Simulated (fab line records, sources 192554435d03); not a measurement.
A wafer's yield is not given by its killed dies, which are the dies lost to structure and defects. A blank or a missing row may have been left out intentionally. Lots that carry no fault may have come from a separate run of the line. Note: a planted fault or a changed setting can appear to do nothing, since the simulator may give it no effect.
Matching of chambers | flow n5 finfet | N5_BEOL_M10_ALD_74 on ald metal-01: 4 sister chambers
The step deposits TaN, target thk 2 nm, pulse time 2 s, purge time 3 s. 8 wafers are shown with their chamber, then 8 later ones without.

## WAFERS PAIRED WITH THEIR CHAMBERS
wafer  | chamber | heater power w (W) | precursor vessel pressure torr (Torr)
L075.2 | 0       | 401                | 26.21
L079.1 | 1       | 434                | 26.23
L079.4 | 0       | 407                | 26.23
L079.6 | 2       | 420                | 26.26
L087.1 | 1       | 407                | 26.17
L087.2 | 3       | 330                | 26.32
L087.5 | 3       | 332                | 26.33
L089.2 | 2       | 439                | 26.25

## WAFERS WHOSE CHAMBER IS MISSING
wafer  | heater power w (W) | precursor vessel pressure torr (Torr)
L089.3 | 414                | 26.24
L089.5 | 400                | 26.25
L090.2 | 426                | 26.19
L090.4 | 431                | 26.23
L090.6 | 331                | 26.22
L092.1 | 400                | 26.29
L092.2 | 331                | 26.25
L092.4 | 431                | 26.21

## CHAMBER TAKEN BY EACH
wafer  | from the rows above          | in truth
L089.3 | can't be placed: 0 or 2 or 1 | 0
L089.5 | can't be placed: 0 or 2 or 1 | 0
L090.2 | can't be placed: 1 or 0      | 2
L090.4 | can't be placed: 2 or 1 or 0 | 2
L090.6 | can't be placed: 3 or 0      | 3
L092.1 | can't be placed: 2 or 0 or 1 | 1
L092.2 | 3                            | 3
L092.4 | can't be placed: 1 or 2 or 0 | 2
Placed correctly: 1 of 8. Cannot be placed on the basis of these rows: 7; the candidates contain the true chamber in 6. Placed wrongly: 0.
How it was worked out, from the rows above alone: a wafer's distance from a chamber is the root of the sum, over the readings, of the square of ((its reading less the chamber's mean) divided by the reading's scatter). The wafer belongs to the nearest chamber; if the next one is less than 2 further off, it can't be placed. The mean given for a chamber averages the wafers shown for that chamber. The scatter: take each reading less its chamber's mean, square it, sum over the shown wafers, divide by the number of wafers less the number of chambers, and take the root.
